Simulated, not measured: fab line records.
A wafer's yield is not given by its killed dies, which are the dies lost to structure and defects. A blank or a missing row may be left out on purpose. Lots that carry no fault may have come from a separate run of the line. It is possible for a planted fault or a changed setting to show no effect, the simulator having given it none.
Chamber matching / flow nand harc / NHARC_A_STAIRCASE_TRIM_187 on rie diel-09 has 4 sister chambers
The step chemistry O2, time 211.2 s. 4 wafers are shown with their chamber, then 12 later ones without.

== WAFERS WITH THEIR CHAMBER ==
wafer=L086.2; chamber=2; drypump motor current A (A)=4.9
wafer=L091.1; chamber=0; drypump motor current A (A)=5.8
wafer=L091.2; chamber=1; drypump motor current A (A)=5.6
wafer=L091.4; chamber=3; drypump motor current A (A)=6.5

== WAFERS WHOSE CHAMBER IS MISSING ==
wafer=L092.3; drypump motor current A (A)=5.8
wafer=L092.4; drypump motor current A (A)=4.9
wafer=L092.5; drypump motor current A (A)=5.8
wafer=L094.2; drypump motor current A (A)=4.9
wafer=L094.3; drypump motor current A (A)=5.5
wafer=L094.4; drypump motor current A (A)=5.8
wafer=L095.1; drypump motor current A (A)=5.8
wafer=L095.2; drypump motor current A (A)=5.6
wafer=L095.3; drypump motor current A (A)=4.9
wafer=L097.2; drypump motor current A (A)=5.8
wafer=L097.4; drypump motor current A (A)=5.6
wafer=L097.6; drypump motor current A (A)=5.8

== THE CHAMBER EACH PASSED THROUGH ==
wafer=L092.3; from the rows above=0; in truth=0
wafer=L092.4; from the rows above=2; in truth=2
wafer=L092.5; from the rows above=0; in truth=0
wafer=L094.2; from the rows above=2; in truth=2
wafer=L094.3; from the rows above=1; in truth=1
wafer=L094.4; from the rows above=0; in truth=0
wafer=L095.1; from the rows above=0; in truth=0
wafer=L095.2; from the rows above=1; in truth=1
wafer=L095.3; from the rows above=2; in truth=2
wafer=L097.2; from the rows above=0; in truth=0
wafer=L097.4; from the rows above=1; in truth=1
wafer=L097.6; from the rows above=0; in truth=0
12 of 12 placed correctly. Can't be placed from these rows: 0. Wrongly placed: 0.
How it was worked out, from the rows above alone: a wafer's distance from a chamber is the root of the sum, over the readings, of the square of ((its reading less the chamber's mean) divided by the reading's scatter). If the next closest chamber is less than 2 further off than the closest, the wafer can't be placed; otherwise it belongs to the closest. A chamber's mean is the mean of its shown wafers. The scatter (one wafer shown for each chamber): square how far every hidden wafer sits from the nearest shown wafer, average those squares and take the square root.
